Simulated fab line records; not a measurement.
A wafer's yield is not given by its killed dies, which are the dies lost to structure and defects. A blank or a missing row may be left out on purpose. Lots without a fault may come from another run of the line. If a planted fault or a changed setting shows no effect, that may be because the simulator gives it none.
Matching of chambers -- flow nandHarc -- 4 sister chambers for NHARC_P_M0_STRIP_18 on rieDiel-09
The step strips in N2/H2. 4 wafers are shown with their chamber, then 12 later ones without.

## WAFERS PAIRED WITH THEIR CHAMBERS
wafer,chamber,showerheadPlenumPTorr (Torr)
L079.2,1,1.97
L083.4,2,2.02
L086.1,0,1.97
L086.5,3,2.11

## WAFERS WITHOUT THEIR CHAMBER
wafer,showerheadPlenumPTorr (Torr)
L084.2,2.02
L084.3,2.11
L084.4,1.96
L089.3,2.02
L089.4,1.96
L089.5,1.96
L091.4,2.11
L091.5,1.96
L091.6,2.11
L095.2,1.96
L095.3,2.02
L095.4,2.11

## WHICH CHAMBER EACH ONE RAN IN
wafer,from the rows above,in truth
L084.2,2,2
L084.3,3,3
L084.4,can't be placed: 0 or 1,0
L089.3,2,2
L089.4,can't be placed: 0 or 1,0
L089.5,can't be placed: 0 or 1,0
L091.4,3,3
L091.5,can't be placed: 0 or 1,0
L091.6,3,3
L095.2,can't be placed: 0 or 1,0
L095.3,2,2
L095.4,3,3
7 of 12 placed correctly. From these rows, 5 cannot be placed; in 5 the true chamber is one of the candidates. Wrongly placed: 0.
How it was worked out, from the rows above alone: a wafer's distance from a chamber is the root of the sum, over the readings, of the square of ((its reading less the chamber's mean) divided by the reading's scatter). The wafer belongs to the nearest chamber; if the next one is less than 2 further off, it can't be placed. A chamber's mean is the mean of its shown wafers. The scatter: with one shown wafer a chamber, the root of the mean of the squares of how far each hidden wafer lies from its nearest shown one.
